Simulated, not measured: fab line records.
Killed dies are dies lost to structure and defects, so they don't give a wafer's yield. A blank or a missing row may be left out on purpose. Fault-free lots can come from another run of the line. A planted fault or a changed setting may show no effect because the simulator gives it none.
Struck lot and sound lot, side by side -- flow n5-finfet -- 37 out of 1938 route steps
Sound: the wafers L690.2, L690.5, L690.6. Struck: wafer L697.6 (L697.2, L697.3, from the same lot, were not struck and are left out); the cause is given at the end.
Per side, at each step with rows, come the tool, then ch with its chambers, and then its first start. Under that, the readings that differ: sound wafers -- struck wafers -- difference of the means -- sigmas: that difference in standard deviations of wafers without a fault.
alike: readings whose means differ by less than 2 such deviations, and words and numbers that are the same on both sides. not compared: withheld readings, readings that some wafer has no value for, bounds like >300 that may hide the same value, and numbers for which the record gives no deviation and whose values overlap.
A row with sigmas, a row that says differs or no value, or rows on one side alone: a step with any of these is where the two part. When numbers do not overlap yet have no deviation, they are printed without sigmas and do not part them. A reading that every wafer of one side lacks parts them only if that side has two wafers or more.

first, 9 steps without rows for these wafers: N5_PMOS_HMC_CHANNEL_EPI_SRD_25 (time 30 s); N5_PMOS_HMC_CHANNEL_EPI_EPI_26 (deposits Si from SiH4/H2, target thk 3.8 nm, time 22.7 s); N5_FIN_SAQP_PRECLEAN_42 (cleans in O3/DIW, time 60 s); N5_FIN_SAQP_PRECLEAN_00 (cleans in SC1, time 60 s); N5_FIN_SAQP_PRECLEAN_44 (cleans in SC2, time 45 s); N5_FIN_SAQP_SRD_01 (time 30 s); N5_FIN_SAQP_ALD_61 (deposits SiO2, target thk 4 nm, pulse time 1 s, purge time 2 s); N5_FIN_SAQP_DENSIFY_62 (time 60 s); N5_FIN_SAQP_HM_DEP_03 (deposits SiNx from SiH4/NH3/N2, target thk 38 nm, time 33.6 s).
N5_FIN_SAQP_PECVD_47: deposits a-Si from SiH4/He, target thk 45 nm, time 36.3 s.
  sound on pecvd-02 ch 0,1,2, day 3 09:33; struck on pecvd-02 ch 0, day 5 04:40
reading,sound,struck,difference,sigmas
run-length-s (s),72.1 72.7 72.2,75.5,+3.2,+7
model.a-Si_of_FIN_SAQP_PECVD_47.thk-nm (nm),44.8 45.54 44.98,47.91,+2.80,
  alike: heater-power-w, rf-fwd-power-W, showerhead-plenum-p-Torr, throttle-valve-pct
then, 25 steps without rows for these wafers: N5_FIN_SAQP_PECVD_48 (deposits SiNx from SiH4/NH3/N2, target thk 25 nm, time 22.1 s); N5_FIN_SAQP_PECVD_06 (deposits a-Si from SiH4/He, target thk 60 nm, time 48.1 s); N5_FIN_SAQP_HM_DEP_72 (deposits SiO2 from SiH4/N2O, target thk 12 nm, time 7.2 s); N5_FIN_SAQP_COAT_49 (time 60 s, resist thk 100 nm); N5_FIN_SAQP_COAT_50 (time 60 s, resist thk 35 nm); N5_FIN_SAQP_COAT_10 (resist thk 90 nm); N5_FIN_SAQP_EBR_12; N5_FIN_SAQP_SOFTBAKE_11 (time 60 s); N5_FIN_SAQP_EXPOSE_13 (exposes mask FIN CORE, target cd 35.6 nm); N5_FIN_SAQP_PEB_14 (peb time 60 s); N5_FIN_SAQP_DEVELOP_15 (develop time 30 s); N5_FIN_SAQP_DESCUM_21 (chemistry O2, time 7.9 s); N5_FIN_SAQP_ETCH_51 (etches SiARC in CF4, target depth 45.5 nm, time 75.8 s); N5_FIN_SAQP_ETCH_52 (etches SOC in N2/H2, target depth 100 nm, overetch 20 nm, time 150 s); N5_FIN_SAQP_STRIP_53 (strips in N2/H2); N5_FIN_SAQP_HM_OPEN_73 (chemistry CHF3/O2, target SiO2, stops on a-Si, target depth 12 nm, time 16.8 s); N5_FIN_SAQP_STRIP_74 (strips in CHF3/O2); N5_FIN_SAQP_MANDREL_ETCH_22 (etches a-Si in HBr/Cl2, stops on SiNx, target depth 60 nm, bt time 10 s, time 30 s); N5_FIN_SAQP_STRIP_55 (strips in N2/H2); N5_FIN_SAQP_STRIP_23 (strips in SPM, time 750 s); N5_FIN_SAQP_SRD_66 (time 30 s); N5_FIN_SAQP_RECESS_75 (chemistry HF/NH3, target SiO2, target depth 14.4 nm, afs cycles 3, sublimation time 60 s); N5_FIN_SAQP_SPACER1_ALD_24 (deposits SiO2, target thk 20.3 nm, pulse time 1 s, purge time 2 s); N5_FIN_SAQP_SPACER1_ETCHBACK_25 (etches SiO2 in CHF3/O2, target depth 24.4 nm, time 12.2 s); N5_FIN_SAQP_MANDREL1_REMOVE_56 (chemistry HBr/Cl2/O2, target a-Si, stops on SiNx, bt time 10 s).
N5_FIN_SAQP_MANDREL_ETCH_58: etches a-Si in HBr/Cl2, stops on SiNx, target depth 45 nm, bt time 10 s, time 27 s.
  sound on rie-si-06 ch 1,2,3, day 3 12:40; struck on rie-si-02 ch 3, day 5 07:38
reading,sound,struck,difference,sigmas
oes-product-au (a.u.),0.696 0.691 0.694,0.722,+0.028,+2
model.etch.depth-nm (nm),44.8 45.54 44.98,47.91,+2.80,
  alike: bias-w, drypump-motor-current-A, he-backside-leak-sccm, rf-fwd-power-W, throttle-valve-pct
  not compared: rf-hours-counter-h
-- the record jumps here: 7 days lie between the struck wafers' starts before and after (it left off in module FIN_SAQP and takes up again in module BEOL_M4, whose first step shown is number 1111 of the route) --
N5_BEOL_M4_RC_MEAS_101:
  sound on prober-01 ch 0, day 10 19:14; struck on prober-01 ch 0, day 12 07:01
  alike: DIBL_N, DIBL_P, IOFF_N, IOFF_P, ION_N, ION_P, SS_N, SS_P, VT_N, VT_P

## WHERE THEY PART
First at N5_FIN_SAQP_PECVD_47; last, within this record, at N5_FIN_SAQP_MANDREL_ETCH_58. Later steps at which nothing parts them and some readings are alike: N5_BEOL_M4_RC_MEAS_101.

WHY: the cause the simulator had injected
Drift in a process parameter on pecvd-02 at N5_FIN_SAQP_PECVD_47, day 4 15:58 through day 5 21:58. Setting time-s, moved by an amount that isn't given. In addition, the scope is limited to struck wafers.
